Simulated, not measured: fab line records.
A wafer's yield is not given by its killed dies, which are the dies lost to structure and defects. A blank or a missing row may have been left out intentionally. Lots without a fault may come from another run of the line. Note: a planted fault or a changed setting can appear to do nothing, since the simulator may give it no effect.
Matching of chambers -- flow nand harc -- NHARC_A_CHANNEL_HOLE_D1_DEP_01 on pecvd-04: 3 sister chambers
The step deposits SiON, target thk 140 nm. 6 wafers are shown with their chamber, then 12 later ones without.

== WAFERS PAIRED WITH THEIR CHAMBERS ==
wafer,chamber,heater power w (W)
L081.2,0,758
L081.3,2,742
L081.5,2,745
L084.1,1,751
L084.4,0,665
L084.5,1,784

== WAFERS WITH NO CHAMBER GIVEN ==
wafer,heater power w (W)
L087.2,723
L087.3,816
L087.4,708
L088.1,761
L088.4,813
L088.5,761
L091.2,758
L091.3,799
L091.4,768
L093.1,728
L093.5,868
L093.6,849

== CHAMBER TAKEN BY EACH ==
wafer,from the rows above,in truth
L087.2,can't be placed: 0 or 2 or 1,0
L087.3,can't be placed: 1 or 2 or 0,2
L087.4,can't be placed: 0 or 2 or 1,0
L088.1,can't be placed: 1 or 2 or 0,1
L088.4,can't be placed: 1 or 2 or 0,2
L088.5,can't be placed: 1 or 2 or 0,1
L091.2,can't be placed: 1 or 2 or 0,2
L091.3,can't be placed: 1 or 2 or 0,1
L091.4,can't be placed: 1 or 2 or 0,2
L093.1,can't be placed: 2 or 0 or 1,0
L093.5,can't be placed: 1 or 2 or 0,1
L093.6,can't be placed: 1 or 2 or 0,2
0 of 12 placed correctly. From these rows, 12 cannot be placed; in 12 the true chamber is one of the candidates. Wrongly placed: 0.
How it was worked out, from the rows above alone: a wafer's distance from a chamber is the root of the sum, over the readings, of the square of ((its reading less the chamber's mean) divided by the reading's scatter). If the next closest chamber is less than 2 further off than the closest, the wafer can't be placed; otherwise it belongs to the closest. For every chamber, the mean is computed from those of its wafers that are shown. How the scatter is found: for the shown wafers, subtract from each reading the mean of its chamber, square and add these, divide the total by (wafers less chambers), then take the root.
